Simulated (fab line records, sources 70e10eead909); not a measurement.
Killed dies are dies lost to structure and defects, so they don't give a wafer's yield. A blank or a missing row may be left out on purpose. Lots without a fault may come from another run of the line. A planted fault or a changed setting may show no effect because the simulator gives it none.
fab line records | flow nand_harc
record lots=5 wafers=15 last_day=33
route steps=1302 shown P_GATE@155 END@1302
lots that met no fault: from a run of the same line without faults
start_h: hours from the record's first day to the start of the lot's first wafer shown | wait_h: hours since the lot's step before | " the same as in the row above | L1.1+2: a row that stands for several wafers | - no value, or no start given | * or withheld: withheld | < > ~ a bound
route shown NAME@n: a module of which the file shows steps, and the number in the route of the first | usual: mean/standard deviation of fault-free wafers | same: alike in all rows | chamber/n: place in a boat | sites: the reading at each site | _std_site: their standard deviation | _edge_site: outer sites' mean less inner sites' | radius_mm: how far each site lies from the wafer's centre | mask NAME#n: copy n | behind: the tool/chamber that last shaped the wafer | hold: why the lot was held/for how many hours/how that ended | device: the transistor (n, p or np) that didn't switch | end of line: the same wafers' tests at the end of the route | a step without rows: its recipe alone | killed: dies lost to structure and defects at the first sort, not the wafer's yield | map: a wafer's dies, x killed, . not, _ none there
set.NAME: the setting as run; set.NAME@STEP: as run at that earlier step | model.NAME: the simulator's own value behind a step, which no gauge read
lots at some steps of the route; a table a step, a row a wafer
services: from which hour (start_h, from the record's first day; less than 0 if before it) a tool's chamber was out of use, for how many hours, and why
## steps
# step NHARC_P_GATE_ALD_36
# recipe target_thk_a=200 pulse_time_s=60 ald_cycles=223 temp_c=400 material=SiNx
# usual heater_power_w=820/65 precursor_pulse_height_rel=0.999/0.02
# columns lot.wafer tool chamber start_h wait_h heater_power_w precursor_pulse_height_rel
L790.3 ald_sin-04 0 138.77 - 751 0.986
L790.2 " 2 140.89 - 870 1.023
L790.6 " 0 143.01 - 770 0.982
L795.2 ald_sin-03 1 191.99 - 804 0.995
L795.6 " 0 195.22 - 920 1.021
L795.5 " 1 196.30 - 788 1.025
L799.1 ald_sin-04 3 226.64 - 909 0.975
L799.2 " 1 228.73 - 807 0.987
L799.6 " 3 230.82 - 913 1.001
L800.4 ald_sin-01 1 242.77 - 776 1.004
L800.1 " 2 243.82 - 896 1.016
L800.3 " 0 245.91 - 757 0.997
L809.1 ald_sin-03 3 332.67 - 864 1.011
L809.2 " 2 335.81 - 786 0.964
L809.6 " 0 337.90 - 913 1.020
# step NHARC_P_GATE_ETCHBACK_37
# recipe target_depth_a=345 time_s=17.2 chf3_flow_sccm=50 o2_flow_sccm=10 ar_flow_sccm=200 rf_w=500 bias_w=200 chemistry=CHF3/O2
# usual chf3_flow_sccm=49.99/0.14 drypump_motor_current_A=5.7/0.49 oes_product_au=0.95/0.034 rf_vpp_V=370.3/2.1 showerhead_plenum_p_Torr=2.39/0.087 throttle_valve_pct=20.572/0.0093
# columns lot.wafer tool chamber start_h wait_h chf3_flow_sccm drypump_motor_current_A oes_product_au rf_hours_counter_h rf_vpp_V showerhead_plenum_p_Torr throttle_valve_pct
L790.3 rie_diel-02 3 - - 49.98 5.9 0.93 6.5 368.7 2.33 20.589
L790.2 " 0 " " 49.95 5.6 0.92 6.5 372.8 2.47 20.588
L790.6 " 2 " " 49.75 6.7 0.92 - 371.0 2.43 20.559
L795.2 rie_diel-04 2 - - 50.10 6.2 1.00 0.2 370.6 2.48 20.576
L795.5 " 0 " " 50.01 6.0 1.00 - 368.2 2.26 20.561
L795.6 " 2 " " 49.86 6.2 1.01 - 371.9 2.48 20.571
L799.1 rie_diel-02 2 - - 50.04 6.7 0.93 0.3 370.4 2.42 20.573
L799.2 " 0 " " 50.26 5.6 0.93 0.5 372.4 2.46 20.562
L799.6 " 2 " " 50.03 6.7 0.93 - 371.2 2.42 20.581
L800.3 rie_diel-12 1 - - 49.96 5.7 0.94 11.1 369.2 2.36 20.575
L800.1 " 2 " " 49.72 5.6 0.93 10.2 370.2 2.33 20.554
L800.4 " 3 " " 49.96 5.2 0.93 9.5 366.8 2.27 20.587
L809.1 rie_diel-04 1 - - 50.25 5.2 0.92 7.3 373.0 2.54 20.569
L809.2 " 2 " " 50.01 6.2 0.93 7.3 371.9 2.47 20.571
L809.6 " 0 " " 49.78 5.9 0.92 - 366.2 2.25 20.572
# step NHARC_P_GATE_STRIP_101
# recipe time_s=20 o2_flow_sccm=500 ar_flow_sccm=0 bias_w=0 chemistry=O2
# usual drypump_motor_current_A=5.7/0.48 oes_product_au=1.001/0.011 rf_vpp_V=57.8/0.95 showerhead_plenum_p_Torr=3.51/0.12 throttle_valve_pct=17.036/0.0086
# columns lot.wafer tool chamber start_h wait_h drypump_motor_current_A oes_product_au rf_hours_counter_h rf_vpp_V showerhead_plenum_p_Torr throttle_valve_pct
L790.2 rie_diel-02 3 148.41 0.1 5.9 0.996 6.5 58.3 3.43 17.021
L790.3 " 0 " " 5.6 0.996 6.5 57.5 3.62 17.019
L790.6 " 2 " " 6.7 0.989 - 58.7 3.56 17.033
L795.2 rie_diel-04 0 200.67 0.1 6.0 1.003 0.4 58.4 3.32 17.047
L795.5 " 2 " " 6.2 0.988 - 59.0 3.64 17.028
L795.6 " 3 " " 4.9 0.996 - 59.0 3.55 17.044
L799.1 rie_diel-02 1 236.19 0.1 6.1 1.014 0.2 58.3 3.49 17.035
L799.2 " 3 " " 5.9 1.009 0.5 58.1 3.42 17.029
L799.6 " 0 " " 5.6 0.991 - 57.6 3.62 17.033
L800.4 rie_diel-12 1 252.32 0.1 5.6 1.012 11.1 57.3 3.47 17.039
L800.3 " 3 " " 5.2 0.995 9.5 57.0 3.34 17.032
L800.1 " 0 " " 5.3 1.017 9.9 58.2 3.57 17.039
L809.1 rie_diel-04 0 342.22 0.1 5.9 1.006 7.4 57.0 3.32 17.022
L809.2 " 2 " " 6.2 0.994 7.3 59.4 3.63 17.053
L809.6 " 0 " " 5.9 0.996 - 57.3 3.32 17.035
# step NHARC_P_GATE_PRECLEAN_97
# recipe time_s=600 temp_c=120 chemistry=SPM
# step NHARC_P_GATE_SRD_98
# step NHARC_P_GATE_PRECLEAN_99
# recipe time_s=* temp_c=50 bath_age_min=0 chemistry=SC1
# step NHARC_P_GATE_SRD_100
# step NHARC_P_GATE_DEHYDRATE_38
# recipe temp_c=150 time_s=120
# step NHARC_P_GATE_HMDS_39
# recipe time_s=30
# step NHARC_P_GATE_COAT_40
# recipe spin_rpm=3000
# step NHARC_P_GATE_SOFTBAKE_41
# recipe temp_c=122 time_s=95
# step NHARC_P_GATE_EBR_42
# step NHARC_P_GATE_EXPOSE_43
# recipe na=0.6 target_cd_nm=720 dose_mj=14.81 mask_id=P_NSD
# usual exposure_dose_mJ_cm2=14.809/0.015 focus_offset_nm=0.1/0.51
# same na=0.6
# columns lot.wafer tool chamber start_h wait_h mask exposure_dose_mJ_cm2 focus_offset_nm
L790.2 krf_scanner-01 0 149.17 - P_NSD#0 14.825 0.9
L790.3 " 0 " " P_NSD#0 14.835 0.0
L790.6 " 0 " " P_NSD#0 14.807 0.8
L795.2 krf_scanner-03 0 201.44 - P_NSD#0 14.801 -0.2
L795.5 " 0 " " P_NSD#0 14.804 -0.8
L795.6 " 0 " " P_NSD#0 14.814 -0.2
L799.1 krf_scanner-01 0 236.82 - P_HVPW#0 14.850 -0.7
L799.2 " 0 " " P_HVPW#0 14.827 0.3
L799.6 " 0 " " P_HVPW#0 14.829 -0.5
L800.1 krf_scanner-04 0 253.08 - P_NSD#0 14.796 -0.1
L800.3 " 0 " " P_NSD#0 14.821 -0.2
L800.4 " 0 " " P_NSD#0 14.822 -0.2
L809.1 krf_scanner-01 0 342.86 - P_NSD#0 14.804 -0.5
L809.2 " 0 " " P_NSD#0 14.783 0.3
L809.6 " 0 " " P_NSD#0 14.778 -0.1
# step NHARC_P_GATE_PEB_44
# recipe peb_temp_c=118 peb_time_s=85
# step NHARC_P_GATE_DEVELOP_45
# recipe time_s=70
# step NHARC_P_GATE_CD_MEAS_46
# recipe target_cd_nm=720 landing_energy_ev=500
# usual cd_nm=718.7/1.5
# columns lot.wafer tool chamber start_h wait_h cd_nm
L790.2 cd_sem-02 0 149.33 - 716.9
L790.3 " 0 " " 716.0
L790.6 " 0 " " 719.0
L795.2 cd_sem-02 0 201.60 - 719.8
L795.5 " 0 " " 718.9
L795.6 " 0 " " 719.5
L799.1 cd_sem-02 0 236.98 - -
L799.2 " 0 " " -
L799.6 " 0 " " -
L800.1 cd_sem-03 0 253.24 - 719.4
L800.3 " 0 " " 717.7
L800.4 " 0 " " 717.0
L809.1 cd_sem-02 0 343.01 - 715.5
L809.2 " 0 " " 716.1
L809.6 " 0 " " 719.1
# step NHARC_P_GATE_HARDBAKE_47
# recipe temp_c=125 time_s=80
# step NHARC_END_SORT_01
# recipe temp_c=25
# usual killed_at_array=58/20 killed_at_other=1.0/1.2 killed_at_periphery=4.1/3 killed_dies=63/20 killed_open=3.2/1.7 killed_short=2.5/1.5
# same gross_dies=677
# columns lot.wafer tool chamber start_h wait_h killed_at_array killed_at_other killed_at_periphery killed_dies killed_open killed_short
L790.2 prober-01 0 600.86 2.8 19 4 9 32 8 3
L790.3 prober-01 0 601.66 3.1 37 7 4 48 5 3
L790.6 prober-01 0 604.06 4.0 23 1 4 28 3 0
L795.2 prober-02 0 648.64 2.8 57 1 2 60 4 2
L795.5 prober-02 0 651.05 3.7 55 1 1 57 4 2
L795.6 prober-02 0 651.85 4.0 55 0 3 58 4 1
L799.1 prober-02 0 687.53 2.5 27 1 649 677 5 1
L799.2 prober-02 0 688.34 2.8 20 0 657 677 4 2
L799.6 prober-02 0 691.57 4.0 25 3 649 677 2 4
# killed by level:class
L790.2 A_CHANNEL_HOLE_D2:chamber_film_flake=9 THIN_TSV:chamber_film_flake=4 A_CONTACT:chamber_film_flake=3 P_CONTACT:geometric_particle:open=2 A_CHANNEL_FILL_D2:geometric_particle:open=2 A_M1:chamber_film_flake=2 P_ZERO_WELL:geometric_particle:short=1 P_STI:geometric_particle:open=1
L790.3 A_CHANNEL_HOLE_D2:chamber_film_flake=17 A_CONTACT:chamber_film_flake=7 THIN_TSV:chamber_film_flake=7 A_CHANNEL_HOLE_D1:chamber_film_flake=5 A_STAIRCASE:chamber_film_flake=2 P_CONTACT:geometric_particle:short=1 P_M0:geometric_particle:open=1 P_M1:geometric_particle:open=1
L790.6 A_CHANNEL_HOLE_D2:chamber_film_flake=9 A_CHANNEL_HOLE_D1:chamber_film_flake=6 A_CONTACT:chamber_film_flake=6 P_STI:chamber_film_flake=2 P_M0:geometric_particle:open=1 A_ONON_D1:geometric_particle:open=1 A_ONON_D2:geometric_particle:open=1 P_GATE:chamber_film_flake=1
L795.2 A_CHANNEL_HOLE_D1:chamber_film_flake=26 A_CHANNEL_HOLE_D2:chamber_film_flake=15 A_STAIRCASE:chamber_film_flake=4 A_CHANNEL_FILL_D2:chamber_film_flake=2 A_CONTACT:chamber_film_flake=2 P_CONTACT:geometric_particle:open=1 A_ONON_D1:geometric_particle:short=1 A_CHANNEL_FILL_D1:geometric_particle:open=1
L795.5 A_CHANNEL_HOLE_D1:chamber_film_flake=22 A_CHANNEL_HOLE_D2:chamber_film_flake=15 A_CONTACT:chamber_film_flake=7 A_CHANNEL_HOLE_D1:geometric_particle:short=2 A_ZERO_WELL:chamber_film_flake=2 A_CHANNEL_FILL_D2:chamber_film_flake=2 P_CONTACT:geometric_particle:open=1 A_CHANNEL_FILL_D2:geometric_particle:open=1
L795.6 A_CHANNEL_HOLE_D1:chamber_film_flake=27 A_CHANNEL_HOLE_D2:chamber_film_flake=15 A_CONTACT:chamber_film_flake=3 P_GATE:chamber_film_flake=2 A_SGD_CUT:chamber_film_flake=2 A_ONON_D1:geometric_particle:open=1 A_ONON_D1:geometric_particle:short=1 A_CHANNEL_HOLE_D1:geometric_particle:open=1
L799.1 P_GATE:area_expose=642 A_STAIRCASE:chamber_film_flake=11 A_CHANNEL_HOLE_D1:chamber_film_flake=7 P_GATE:chamber_film_flake=3 P_CONTACT:geometric_particle:open=2 A_SLIT:chamber_film_flake=2 P_M1:geometric_particle:open=1 A_DECK1_JOINT:geometric_particle:open=1
L799.2 P_GATE:area_expose=652 A_STAIRCASE:chamber_film_flake=5 A_CHANNEL_HOLE_D1:chamber_film_flake=4 P_GATE:chamber_film_flake=3 A_SLIT:chamber_film_flake=3 P_CONTACT:chamber_film_flake=2 A_CHANNEL_FILL_D1:chamber_film_flake=2 A_ONON_D1:geometric_particle:short=1
L799.6 P_GATE:area_expose=636 A_STAIRCASE:chamber_film_flake=7 A_CHANNEL_HOLE_D1:chamber_film_flake=6 P_GATE:chamber_film_flake=4 P_CONTACT:chamber_film_flake=4 P_BONDPAD:chamber_film_flake=3 A_CHANNEL_FILL_D1:chamber_film_flake=3 THIN_TSV:chamber_film_flake=3
# map L799.1 (x killed, . not)
____________x____________
_________xxxxxxx_________
_______xxxxxxxxxxx_______
______xxxxxxxxxxxxx______
_____xxxxxxxxxxxxxxx_____
____xxxxxxxxxxxxxxxxx____
____xxxxxxxxxxxxxxxxx____
___xxxxxxxxxxxxxxxxxxx___
___xxxxxxxxxxxxxxxxxxx___
__xxxxxxxxxxxxxxxxxxxxx__
__xxxxxxxxxxxxxxxxxxxxx__
_xxxxxxxxxxxxxxxxxxxxxxx_
_xxxxxxxxxxxxxxxxxxxxxxx_
_xxxxxxxxxxxxxxxxxxxxxxx_
_xxxxxxxxxxxxxxxxxxxxxxx_
_xxxxxxxxxxxxxxxxxxxxxxx_
xxxxxxxxxxxxxxxxxxxxxxxxx
xxxxxxxxxxxxxxxxxxxxxxxxx
xxxxxxxxxxxxxxxxxxxxxxxxx
xxxxxxxxxxxxxxxxxxxxxxxxx
xxxxxxxxxxxxxxxxxxxxxxxxx
_xxxxxxxxxxxxxxxxxxxxxxx_
_xxxxxxxxxxxxxxxxxxxxxxx_
_xxxxxxxxxxxxxxxxxxxxxxx_
_xxxxxxxxxxxxxxxxxxxxxxx_
_xxxxxxxxxxxxxxxxxxxxxxx_
__xxxxxxxxxxxxxxxxxxxxx__
__xxxxxxxxxxxxxxxxxxxxx__
___xxxxxxxxxxxxxxxxxxx___
___xxxxxxxxxxxxxxxxxxx___
____xxxxxxxxxxxxxxxxx____
____xxxxxxxxxxxxxxxxx____
_____xxxxxxxxxxxxxxx_____
______xxxxxxxxxxxxx______
_______xxxxxxxxxxx_______
_________xxxxxxx_________
____________x____________
# map L790.3 (x killed, . not)
____________.____________
_________......._________
_______..........._______
______.............______
_____..............._____
____.................____
____.....x...........____
___...x...............___
___...................___
__.....x.....x.........__
__......x.........x....__
_.......xx.............._
_.................xx...._
_........x.x....x.x....._
_........xx.......xx...._
_.....x.x..x............_
.......x.x...............
......x.xxx..............
......x.xx........x......
......xx.x......x......x.
.......xxx...............
_.x...x...x............._
_......x................_
_......................._
_....................x.._
_......................._
__.....................__
__.....................__
___x..................___
___...................___
____x................____
____...........x.....____
_____..............._____
______.............______
_______..x........_______
_________......._________
____________.____________
## services
# columns tool chamber start_h hours kind
ald_sin-03 2 119.34 9.2 repair
krf_scanner-03 - 132.37 0.2 repair
rie_diel-12 2 136.48 6.3 repair
krf_scanner-01 - 140.00 4.0 pm
rie_diel-04 2 148.33 13.3 repair
ald_sin-01 2 162.12 2.8 repair
krf_scanner-04 - 169.11 1.5 repair
ald_sin-03 - 170.00 10.0 pm
ald_sin-04 0 175.11 3.4 repair
rie_diel-04 - 178.42 9.0 pm
krf_scanner-04 - 181.94 1.2 repair
rie_diel-04 1 192.05 9.7 repair
rie_diel-12 3 195.10 1.4 repair
ald_sin-04 2 207.32 19.1 repair
ald_sin-03 0 207.48 19.8 repair
ald_sin-04 - 211.00 0.2 repair
rie_diel-02 - 216.70 9.0 pm
rie_diel-12 2 222.97 1.3 repair
rie_diel-04 - 249.40 2.7 repair
ald_sin-04 - 254.00 10.0 pm
ald_sin-03 - 265.49 0.4 repair
rie_diel-12 - 268.42 9.0 pm
krf_scanner-01 - 312.00 4.0 pm
krf_scanner-01 - 316.71 0.6 repair
## key
first_sign step=NHARC_P_GATE_EXPOSE_43 reading=mask direction=changed
effect step=NHARC_P_GATE_CD_MEAS_46 reading=cd_nm direction=missing
effect step=NHARC_END_SORT_01 reading=killed_at_periphery direction=up sigmas=99+ usual=4.1 struck=651.7
more_kills_born_at NHARC_P_GATE_EXPOSE_43@krf_scanner-01=1930
met_at NHARC_P_GATE_EXPOSE_43
struck_wafers L799.1,L799.2,L799.6
later_rows_left_out L799.1,L799.2,L799.6
tester_left_out L799
onset_between 149.17 236.82
fault kind=wrong_mask tool=any chamber=- onset_h=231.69 steps=NHARC_P_GATE_EXPOSE_43 aux_copy=P_HVPW#0 scope=struck_lots_only
# tester_left_out: of these lots the tester's yield and bins aren't shown, on N5 and GAA mostly nor the transistor test; their killed dies are dies lost to structure and defects alone, not to doping, threshold or leakage, so they don't give the yield
# later_rows_left_out: the simulator's readings of these wafers behind a module that went badly wrong aren't trusted and aren't shown, but for the sort
